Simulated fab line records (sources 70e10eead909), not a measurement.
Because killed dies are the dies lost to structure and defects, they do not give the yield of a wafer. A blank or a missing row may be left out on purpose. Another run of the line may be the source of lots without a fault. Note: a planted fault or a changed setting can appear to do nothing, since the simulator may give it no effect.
fab line records ; flow nand-harc
record lots=13; wafers=39; last-day=33
route steps=1302 shown A_DECK1_JOINT@525 A_BONDPAD@1222 HYBRID_BOND@1237 END@1302
lots untouched by any fault: they come from a run of this same line in which no faults occurred
start-h: hours from the record's opening day to when the first of the lot's shown wafers began ; wait-h: hours elapsed since this lot's preceding step ; " repeats the value in the row above ; L1.1+2: several wafers, shown together as one row ; - no value, or no start was given ; * or withheld: withheld ; < > ~ a bound
route shown NAME@n: a module of which the file shows steps, and the number in the route of the first ; usual: the fault-free wafers' mean and standard deviation ; same: alike in all rows ; chamber/n: place in a boat ; sites: per-site readings ; _std_site: standard deviation across them ; _edge_site: inner sites' mean taken away from outer sites' mean ; radius-mm: how far each site lies from the wafer's centre ; mask NAME#n: copy n ; behind: the most recent tool/chamber to have shaped the wafer ; hold: cause of the lot's hold/its duration in hours/its outcome ; device: the n, p or np transistor that did not switch ; end of line: tests of these same wafers at the route's end ; a step with no rows: only its recipe ; killed: dies lost to structure and defects at the first sort, not the wafer's yield ; map: a wafer's dies, marking killed ones x, the rest . and places with no die _
set.NAME: setting as actually run; set.NAME@STEP: the setting as run at that earlier step ; model.NAME: the simulator's own value behind a step, which no gauge read
one table for each step of the route and one row for each wafer, over a sample of lots
services: from which hour (start-h, from the record's first day; less than 0 if before it) a tool's chamber was out of use, for how many hours, and why
## steps
# step NHARC_A_DECK1_JOINT_ETCH_11
# recipe target-depth-a=350; chemistry=dHF; material=SiO2
lot.wafer;tool;chamber;start-h;wait-h
L605.5+3+1;wet-bench-09;4,5,6;240.51;0.1
L606.4+1+5;wet-bench-09;3,4,6;251.22;0.0
L607.2+6+4;wet-bench-09;5,6,7;260.89;0.0
L609.1+3+6;wet-bench-07;6,7,0;281.06;0.0
L611.1+2+3;wet-bench-09;1,5,6;297.53;0.0
L613.5+2+6;wet-bench-07;1,3,6;328.09;0.0
L618.2+5+3;wet-bench-09;5,7,0;383.89;0.1
L622.5+2+4;wet-bench-09;0,2,3;406.54;0.0
L623.2+1+3;wet-bench-09;7,1,3;420.47;0.0
L624.3+4+6;wet-bench-07;7,1,2;433.16;0.1
L625.6+2+5;wet-bench-09;2,3,5;448.57;0.1
L627.1+3+4;wet-bench-09;5,6,7;461.95;0.0
L628.4+2+6;wet-bench-07;6,0,2;472.05;0.0
# step NHARC_A_BONDPAD_STRIP_15
# recipe o2-flow-sccm=500; ar-flow-sccm=0; bias-w=0; chemistry=O2
# usual drypump-motor-current-A=5.5/0.48; oes-product-au=0.995/0.009; rf-vpp-V=57.8/0.89; showerhead-plenum-p-Torr=3.56/0.14; throttle-valve-pct=17.036/0.009
lot.wafer;tool;chamber;start-h;wait-h;drypump-motor-current-A;oes-product-au;rf-hours-counter-h;rf-vpp-V;showerhead-plenum-p-Torr;throttle-valve-pct
L606.1;rie-diel-05;2;546.59;0.1;5.3;0.993;4;58.2;3.36;17.039
L606.4;rie-diel-05;3;546.59;0.1;6.2;1.005;5;58.0;3.78;17.043
L606.5;rie-diel-05;0;546.59;0.1;5.0;0.984;-;57.3;3.59;17.038
L605.1;rie-diel-03;1;549.37;0.1;6.0;0.991;18;58.5;3.60;17.035
L605.3;rie-diel-03;2;549.37;0.1;5.5;0.999;17;56.9;3.59;17.032
L605.5;rie-diel-03;1;549.37;0.1;6.0;0.983;-;56.9;3.61;17.032
L607.2;rie-diel-03;3;554.28;0.1;5.4;0.998;17;58.8;3.71;17.032
L607.4;rie-diel-03;1;554.28;0.1;6.0;0.975;18;58.1;3.61;17.027
L607.6;rie-diel-03;3;554.28;0.1;5.4;0.992;-;56.6;3.71;17.037
L609.1;rie-diel-03;2;561.27;0.1;5.5;1.018;20;59.1;3.59;17.025
L609.3;rie-diel-03;3;561.27;0.1;5.4;1.001;19;59.5;3.70;17.057
L609.6;rie-diel-03;0;561.27;0.1;5.0;0.989;-;57.3;3.38;17.023
L611.1;rie-diel-06;3;581.54;0.1;5.0;1.011;29;57.5;3.29;17.033
L611.2;rie-diel-06;0;581.54;0.1;5.6;0.999;31;57.9;3.79;17.043
L611.3;rie-diel-06;1;581.54;0.1;5.2;0.983;31;57.9;3.73;17.049
L618.3;rie-diel-03;1;676.70;0.1;6.0;0.998;6;58.9;3.59;17.043
L618.2;rie-diel-03;0;676.70;0.1;5.0;1.003;7;55.4;3.37;17.030
L618.5;rie-diel-03;2;676.70;0.1;5.4;0.986;-;58.0;3.58;17.041
L622.2;rie-diel-05;3;702.12;0.1;6.2;0.994;3;58.5;3.78;17.036
L622.4;rie-diel-05;0;702.12;0.1;5.0;0.999;3;58.0;3.59;17.042
L622.5;rie-diel-05;1;702.12;0.1;6.1;1.002;-;58.2;3.46;17.042
L624.3;rie-diel-05;1;718.70;0.1;6.2;0.994;4;57.7;3.46;17.035
L624.4;rie-diel-05;1;718.70;0.1;6.2;1.002;-;57.5;3.46;17.018
L624.6;rie-diel-05;0;718.70;0.1;5.0;1.000;-;57.4;3.59;17.032
L623.2;rie-diel-05;0;723.06;0.1;5.0;1.002;4;58.6;3.59;17.027
L623.1;rie-diel-05;1;723.06;0.1;6.1;0.989;4;59.6;3.46;17.026
L623.3;rie-diel-05;2;723.06;0.1;5.3;0.988;4;56.7;3.36;17.036
L625.2;rie-diel-03;3;734.54;0.1;5.4;1.002;18;58.6;3.69;17.046
L625.5;rie-diel-03;0;734.54;0.1;5.0;0.998;-;57.6;3.37;17.036
L625.6;rie-diel-03;1;734.54;0.1;6.0;0.982;-;57.6;3.59;17.045
L627.1;rie-diel-05;3;742.24;0.1;6.2;0.998;4;57.9;3.77;17.049
L627.3;rie-diel-05;0;742.24;0.1;5.0;1.000;4;56.8;3.59;17.039
L627.4;rie-diel-05;1;742.24;0.1;6.1;0.996;5;59.0;3.46;17.033
L628.2;rie-diel-03;0;763.30;0.1;5.0;0.995;21;58.5;3.37;17.033
L628.4;rie-diel-03;0;763.30;0.1;5.0;0.997;-;57.9;3.37;17.032
L628.6;rie-diel-03;2;763.30;0.1;5.4;1.005;-;57.5;3.57;17.047
# step NHARC_A_BONDPAD_CMP_19
# recipe t-overpolish-s=30; cu-recess-touch-s=16; target-thk-nm=169.82
# usual motor-current-A=12.3/1.5; overpolish-run-s=29.999/0.0097
lot.wafer;tool;chamber;start-h;wait-h;motor-current-A;overpolish-run-s
L606.4;cmp-04;3;548.20;-;11.5;30.009
L606.1;cmp-04;1;548.20;-;13.3;29.996
L606.5;cmp-04;0;548.20;-;12.1;29.991
L605.3;cmp-02;0;551.01;-;14.6;30.012
L605.1;cmp-02;2;551.01;-;15.5;29.984
L605.5;cmp-02;0;551.01;-;14.9;29.989
L607.2;cmp-02;2;555.91;-;16.1;30.000
L607.4;cmp-02;0;555.91;-;14.9;29.993
L607.6;cmp-02;3;555.91;-;9.7;29.987
L609.3;cmp-02;2;562.87;-;15.6;30.000
L609.1;cmp-02;0;562.87;-;15.2;29.999
L609.6;cmp-02;2;562.87;-;14.9;30.020
L611.1;cmp-01;2;583.16;-;10.7;30.007
L611.2;cmp-01;3;583.16;-;12.5;30.003
L611.3;cmp-01;1;583.16;-;12.1;29.996
L618.2;cmp-04;2;678.37;-;11.2;30.007
L618.3;cmp-04;3;678.37;-;11.5;30.006
L618.5;cmp-04;1;678.37;-;13.6;29.988
L622.4;cmp-04;2;703.73;-;12.1;29.990
L622.2;cmp-04;3;703.73;-;12.0;30.008
L622.5;cmp-04;2;703.73;-;11.2;29.994
L624.3;cmp-01;0;720.47;-;12.4;29.977
L624.4;cmp-01;1;720.47;-;11.3;30.010
L624.6;cmp-01;0;720.47;-;12.2;29.983
L623.3;cmp-04;0;724.72;-;12.3;30.007
L623.2;cmp-04;1;724.72;-;13.9;30.005
L623.1;cmp-04;2;724.72;-;11.4;29.991
L625.2;cmp-01;2;736.22;-;11.1;30.003
L625.6;cmp-01;3;736.22;-;12.5;29.977
L625.5;cmp-01;0;736.22;-;12.5;29.998
L627.3;cmp-02;3;744.20;-;10.2;29.996
L627.1;cmp-02;0;744.20;-;15.2;29.993
L627.4;cmp-02;1;744.20;-;13.8;30.005
L628.2;cmp-01;2;765.04;-;11.5;29.984
L628.4;cmp-01;3;765.04;-;12.3;30.000
L628.6;cmp-01;0;765.04;-;12.1;29.986
# step NHARC_HYBRID_BOND_ACTIVATE_00
# recipe time-s=60; n2-flow-sccm=200; ar-flow-sccm=0; bias-power-w=0; chemistry=N2
# usual drypump-motor-current-A=5.5/0.55; oes-product-au=1.001/0.0095; rf-vpp-V=63.9/0.91; showerhead-plenum-p-Torr=1.73/0.067
lot.wafer;tool;chamber;start-h;wait-h;drypump-motor-current-A;oes-product-au;rf-hours-counter-h;rf-vpp-V;showerhead-plenum-p-Torr
L606.4;rie-diel-11;0;548.83;0.1;5.4;0.998;10;64.2;1.80
L606.1;rie-diel-11;2;548.83;0.1;4.8;0.987;9;64.3;1.77
L606.5;rie-diel-11;3;548.83;0.1;6.4;0.997;-;62.6;1.72
L605.3;rie-diel-11;0;551.57;0.1;5.4;0.997;10;64.4;1.80
L605.1;rie-diel-11;1;551.57;0.1;5.5;0.989;10;64.0;1.64
L605.5;rie-diel-11;1;551.57;0.1;5.5;1.002;-;63.0;1.64
L607.2;rie-diel-08;3;556.51;0.1;5.2;1.000;0;64.3;1.89
L607.4;rie-diel-08;1;556.51;0.1;4.9;0.989;0;62.8;1.76
L607.6;rie-diel-08;3;556.51;0.1;5.2;0.999;-;65.3;1.89
L609.1;rie-diel-11;3;563.45;0.1;6.4;0.996;11;63.2;1.72
L609.3;rie-diel-11;1;563.45;0.1;5.5;1.001;11;63.7;1.64
L609.6;rie-diel-11;3;563.45;0.1;6.4;0.995;-;64.3;1.72
L611.3;rie-diel-11;3;583.78;0.1;6.4;0.997;13;64.1;1.72
L611.2;rie-diel-11;0;583.78;0.1;5.4;1.002;14;64.1;1.80
L611.1;rie-diel-11;1;583.78;0.1;5.5;1.009;13;62.3;1.64
L618.2;rie-diel-11;2;678.97;0.1;4.8;0.996;4;64.3;1.77
L618.3;rie-diel-11;3;678.97;0.1;6.4;1.003;5;65.4;1.71
L618.5;rie-diel-11;0;678.97;0.1;5.4;1.002;-;65.0;1.80
L622.4;rie-diel-11;2;704.32;0.1;4.8;0.990;6;63.4;1.77
L622.2;rie-diel-11;1;704.32;0.1;5.5;1.017;7;64.3;1.64
L622.5;rie-diel-11;2;704.32;0.1;4.8;1.002;-;64.6;1.77
L624.3;rie-diel-11;0;721.07;0.1;5.4;1.015;9;64.2;1.80
L624.4;rie-diel-11;0;721.07;0.1;5.4;1.000;-;63.2;1.80
L624.6;rie-diel-11;1;721.07;0.1;5.5;1.019;-;64.2;1.64
L623.2;rie-diel-11;3;725.28;0.1;6.4;0.987;9;65.3;1.71
L623.1;rie-diel-11;0;725.28;0.1;5.3;1.010;9;64.2;1.80
L623.3;rie-diel-11;2;725.28;0.1;4.8;0.986;8;65.3;1.77
L625.2;rie-diel-11;0;736.74;0.1;5.4;1.007;11;64.4;1.80
L625.6;rie-diel-11;3;736.74;0.1;6.4;1.003;-;63.9;1.71
L625.5;rie-diel-11;0;736.74;0.1;5.4;1.010;-;62.3;1.80
L627.1;rie-diel-11;3;744.80;0.1;6.4;0.992;11;63.1;1.71
L627.4;rie-diel-11;0;744.80;0.1;5.4;1.011;11;64.7;1.80
L627.3;rie-diel-11;2;744.80;0.1;4.8;0.988;10;62.6;1.77
L628.2;rie-diel-08;2;765.60;0.1;4.8;0.984;13;62.6;1.65
L628.6;rie-diel-08;0;765.60;0.1;5.1;0.994;-;63.1;1.66
L628.4;rie-diel-08;1;765.60;0.1;4.9;0.998;-;62.6;1.74
# step NHARC_END_SORT_01
# recipe temp-c=25
# usual killed-at-array=63/17; killed-at-other=0.8/1.1; killed-at-periphery=3.5/3; killed-dies=67/17; killed-open=3.1/1.6; killed-short=2.6/1.4
# same gross-dies=677
lot.wafer;tool;chamber;start-h;wait-h;killed-at-array;killed-at-other;killed-at-periphery;killed-dies;killed-open;killed-short
L613.2;prober-02;0;651.21;2.8;669;1;7;677;3;3
L613.5;prober-02;0;653.63;3.7;674;1;2;677;1;1
L613.6;prober-02;0;654.43;4.0;673;0;4;677;3;1
# killed by level:class
L613.2 A_DECK1_JOINT:area-etch=588 A_SLIT:chamber-film-flake=33 A_CHANNEL_HOLE_D1:chamber-film-flake=30 A_CHANNEL_HOLE_D2:chamber-film-flake=11 P_M0:chamber-film-flake=7 A_ONON_D2:geometric-particle:open=2 A_SOURCE_PLATE:geometric-particle:open=1 A_DECK1_JOINT:geometric-particle:short=1
L613.5 A_DECK1_JOINT:area-etch=587 A_SLIT:chamber-film-flake=36 A_CHANNEL_HOLE_D1:chamber-film-flake=32 A_CHANNEL_HOLE_D2:chamber-film-flake=10 P_M0:chamber-film-flake=2 A_CHANNEL_FILL_D2:chamber-film-flake=2 A_SGD_CUT:chamber-film-flake=2 A_WL_FILL:geometric-particle:short=1
L613.6 A_DECK1_JOINT:area-etch=595 A_CHANNEL_HOLE_D1:chamber-film-flake=32 A_SLIT:chamber-film-flake=25 A_CHANNEL_HOLE_D2:chamber-film-flake=13 A_CONTACT:chamber-film-flake=3 P_M0:chamber-film-flake=2 A_SGD_CUT:chamber-film-flake=2 P_M0:geometric-particle:open=1
## services
tool;chamber;start-h;hours;kind
rie-diel-05;-;229.69;9.0;pm
rie-diel-03;0;235.83;18.6;repair
rie-diel-05;-;239.11;1.2;repair
rie-diel-11;-;255.50;9.0;pm
rie-diel-05;3;275.40;5.8;repair
rie-diel-03;-;281.35;9.0;pm
rie-diel-11;0;329.61;7.2;repair
wet-bench-09;-;352.80;8.0;pm
rie-diel-11;-;386.13;0.5;repair
rie-diel-05;1;399.25;2.2;repair
rie-diel-05;-;406.69;9.0;pm
rie-diel-03;3;429.10;11.7;repair
rie-diel-11;-;432.50;9.0;pm
rie-diel-03;0;438.70;63.0;repair
rie-diel-03;-;458.35;9.0;pm
wet-bench-09;-;528.80;8.0;pm
rie-diel-03;3;568.11;2.7;repair
rie-diel-03;-;635.35;9.0;pm
rie-diel-11;2;664.23;8.1;repair
wet-bench-09;-;704.80;8.0;pm
rie-diel-11;2;720.65;2.5;repair
rie-diel-03;-;721.23;2.6;repair
rie-diel-03;3;757.88;6.7;repair
rie-diel-11;3;760.13;6.7;repair
## key
first-sign step=NHARC_END_SORT_01; reading=killed-dies; direction=up; sigmas=35; usual=67; struck=677
effect step=NHARC_END_SORT_01; reading=killed-at-array; direction=up; sigmas=35; usual=63; struck=672
more-kills-born-at NHARC_A_DECK1_JOINT_ETCH_11@wet-bench-07=1770
met-at NHARC_A_DECK1_JOINT_ETCH_11
struck-lots L613
later-rows-left-out L613.2,L613.5,L613.6
tester-left-out L613
not-acting-at NHARC_A_BONDPAD_STRIP_15,NHARC_A_BONDPAD_CMP_19,NHARC_HYBRID_BOND_ACTIVATE_00
onset-between 297.53 328.09
earlier-fault kind=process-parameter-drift; tool=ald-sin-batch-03; chamber=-; onset-h=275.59; steps=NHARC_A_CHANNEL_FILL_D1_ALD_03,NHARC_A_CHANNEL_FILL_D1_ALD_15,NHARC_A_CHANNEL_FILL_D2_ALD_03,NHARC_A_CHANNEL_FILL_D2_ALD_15; channel=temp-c; offset=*; shape=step; stated=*
fault kind=skipped-step-whole; tool=wet-bench-07,wet-bench-09; chamber=-; onset-h=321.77; steps=NHARC_A_DECK1_JOINT_ETCH_11; scope=struck-lots-only
# tester-left-out: of these lots the tester's yield and bins aren't shown, on N5 and GAA mostly nor the transistor test; their killed dies are dies lost to structure and defects alone, not to doping, threshold or leakage, so they don't give the yield
# later-rows-left-out: the simulator's readings of these wafers behind a module that went badly wrong aren't trusted and aren't shown, but for the sort
